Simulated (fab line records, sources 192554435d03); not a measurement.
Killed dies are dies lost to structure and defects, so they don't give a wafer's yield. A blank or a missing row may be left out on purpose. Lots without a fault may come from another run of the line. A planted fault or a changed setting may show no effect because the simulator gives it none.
Matching of chambers ; flow n5-finfet ; 4 sister chambers for N5_BEOL_M15_ETCH_61 on rie-diel-05
The step etches BARC in N2/H2, target depth 89 nm, overetch 26.7 nm, time 67.9 s. 4 wafers are shown with their chamber, then 7 later ones without.

WAFERS, EACH WITH ITS CHAMBER
wafer;chamber;showerhead-plenum-p-Torr (Torr)
L075.4;0;2.47
L082.4;2;2.64
L087.1;3;2.50
L087.2;1;2.60

WAFERS WITHOUT THEIR CHAMBER
wafer;showerhead-plenum-p-Torr (Torr)
L087.5;2.60
L090.3;2.50
L090.4;2.60
L090.5;2.63
L088.1;2.50
L088.3;2.63
L088.6;2.60

THE CHAMBER EACH PASSED THROUGH
wafer;from the rows above;in truth
L087.5;1;1
L090.3;3;3
L090.4;1;1
L090.5;2;2
L088.1;3;3
L088.3;2;2
L088.6;1;1
Correct placement for 7 of the 7. Number that these rows cannot place: 0. Number placed wrongly: 0.
How it was worked out, from the rows above alone: a wafer's distance from a chamber is the root of the sum, over the readings, of the square of ((its reading less the chamber's mean) divided by the reading's scatter). The wafer belongs to the nearest chamber; if the next one is less than 2 further off, it can't be placed. Each chamber's mean is taken over the wafers shown for it. The scatter: with one shown wafer a chamber, the root of the mean of the squares of how far each hidden wafer lies from its nearest shown one.
